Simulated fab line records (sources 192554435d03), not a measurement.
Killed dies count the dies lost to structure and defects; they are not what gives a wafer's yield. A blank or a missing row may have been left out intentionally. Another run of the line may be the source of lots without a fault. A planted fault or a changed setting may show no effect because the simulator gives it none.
Struck lot and sound lot, side by side | flow n5Finfet | 36 steps out of a route of 1938
Sound: wafers L989.1, L989.2, L989.6. Wafers struck: L105.1, L105.4, L105.5. At the end, the cause is stated.
Per side, at each step with rows, come the tool, then ch with its chambers, and then its first start. Under that, the readings that differ: sound wafers | struck wafers | difference of the means | sigmas: that difference in standard deviations of wafers without a fault.
alike: a reading whose means differ by less than 2 such deviations, as well as words and numbers matching on both sides. not compared: withheld readings; readings where some wafer has no value; bounds like >300 that might hide an equal value; numbers whose values overlap and for which the record gives no deviation.
Wherever a step has rows on one side only, a row that says differs or no value, or a row with sigmas, the two part there. When numbers do not overlap yet have no deviation, they are printed without sigmas and do not part them. A reading missing from all wafers of one side parts the sides only when that side holds two or more wafers.

first, 9 steps without rows for these wafers: N5_BEOL_M4_ANNEAL_95 (time 240 s); N5_BEOL_M4_SPUTTER_96 (material Cu, target thk 4.5 nm, time 8.29 s); N5_BEOL_M4_ECD_50 (material Cu, target thk 300 nm); N5_BEOL_M4_ANNEAL_51 (time 90 s); N5_BEOL_M4_CMP_52 (polishes, stops on SiOC, t overpolish 6.8 s, target thk 40 nm); N5_BEOL_M4_PRE_CLEAN_60 (time 15 s); N5_BEOL_M4_CO_CAP_55 (material Co, precursor CCTBA/H2, target thk 2 nm, time 102.1 s); N5_BEOL_M4_PRE_CLEAN_56 (time 15 s); N5_BEOL_M4_DEP_57 (deposits SiCN from 3MS/NH3, target thk 8 nm, time 14 s).
N5_BEOL_M4_RC_MEAS_101:
  sound on prober-01 ch 0, day 8 15:06; struck on prober-01 ch 0, day 12 09:22
reading        | sound          | struck         | difference | sigmas
IOFF_P (nA/um) | 0.23 0.24 0.24 | 0.15 0.15 0.13 | -0.09      | -2
ION_P (uA/um)  | 466 467 472    | 447 447 444    | -22        | -3
VT_N (mV)      | 246 247 246    | 252 256 256    | +8         | +2
VT_P (mV)      | -246 -248 -247 | -259 -260 -258 | -12        | -4
  alike: DIBL_N, DIBL_P, IOFF_N, ION_N, SS_N, SS_P
then, 24 steps without rows for these wafers: N5_BEOL_M5_ILD_DEP_00 (deposits SiCOH lowk from DEMS/porogen, target thk 140.64 nm, time 25.9 s); N5_BEOL_M5_CURE_79 (cures SiCOH lowk, time 240 s); N5_BEOL_M5_PECVD_70 (deposits SiO2 from TEOS/O2, target thk 16 nm, time 18 s); N5_BEOL_M5_HM_DEP_02 (deposits TiN, target thk 20 nm); N5_BEOL_M5_COAT_59 (time 60 s, resist thk 60 nm); N5_BEOL_M5_COAT_60 (time 60 s, resist thk 12 nm); N5_BEOL_M5_COAT_71 (time 60 s, resist thk 5 nm); N5_BEOL_M5_COAT_05 (resist thk 30 nm); N5_BEOL_M5_EBR_07; N5_BEOL_M5_SOFTBAKE_06 (time 60 s); N5_BEOL_M5_EXPOSE_08 (exposes mask M5, target cd 28 nm); N5_BEOL_M5_PEB_09 (peb time 60 s); N5_BEOL_M5_DEVELOP_10 (develop time 30 s); N5_BEOL_M5_DESCUM_16 (chemistry O2, time 7 s); N5_BEOL_M5_ETCH_72 (etches underlayer in N2/H2, target depth 6.5 nm, time 5.2 s); N5_BEOL_M5_ETCH_61 (etches SiARC in CF4, target depth 15.6 nm, time 26 s); N5_BEOL_M5_ETCH_62 (etches SOC in N2/H2, target depth 75 nm, overetch 15 nm, time 112.5 s); N5_BEOL_M5_STRIP_63 (strips in N2/H2); N5_BEOL_M5_STRIP_73 (strips in N2/H2); N5_BEOL_M5_STRIP_64 (strips in CF4); N5_BEOL_M5_HM_OPEN_17 (chemistry Cl2/BCl3, target TiN, target depth 20 nm, overetch 6 nm); N5_BEOL_M5_STRIP_19 (strips in O2); N5_BEOL_M5_COAT_65 (time 60 s, resist thk 60 nm); N5_BEOL_M5_COAT_66 (time 60 s, resist thk 12 nm).
N5_BEOL_M8_PECVD_70: deposits SiO2 from TEOS/O2, target thk 20 nm, time 22.7 s.
  sound on pecvd-03 ch 0,1, day 10 01:14; struck on pecvd-03 ch 0,2, day 13 12:59
  no value came back on the struck wafers for any of 7 readings (chamberPressureTorr (Torr), heaterPowerOuterW (W) and others); on the sound wafers chamberPressureTorr (Torr) reads 5.511 5.515 5.507
  not compared: sinceWetCleanH
-- record jumps: 3 days separate the struck wafers' starts on either side; left off in module BEOL_M8, taken up again in module PASSIVATION, whose first shown step is the route's number 1936 --
N5_PASSIVATION_PROBE_49:
  sound: prober-02 at day 13 01:34; struck: prober-01 at day 16 08:23
reading                 | sound          | struck         | difference | sigmas
defectLimitedYield (%)  | 92.8 91.9 89.8 | 63.3 61.9 65.5 | -27.9      | -19
killed_at_M4_up         | 16 21 27       | 320 339 330    | +308       | +54
killedDies              | 85 96 120      | 433 449 407    | +329       | +19
killedOnRim             | 11 8 16        | 62 72 9        | +36        | +8
sort_bin_5_function (%) | 3.8 4.4 6.0    | 32.4 33.7 31.4 | +27.8      | +30
sortNPass               | 1095 1084 1060 | 747 731 773    | -329       | -19
sortYieldPct (%)        | 92.8 91.9 89.8 | 63.3 61.9 65.5 | -27.9      | -19
  alike: killed_at_M0_to_M3, killedAtContacts, killedAtFrontEnd, killedAtOther, killedOpen, killedShort, sort_bin_6_memory

== WHERE THEY PART ==
First at N5_BEOL_M4_RC_MEAS_101; last, within this record, at N5_PASSIVATION_PROBE_49.

WHY: what had been put in by the simulator
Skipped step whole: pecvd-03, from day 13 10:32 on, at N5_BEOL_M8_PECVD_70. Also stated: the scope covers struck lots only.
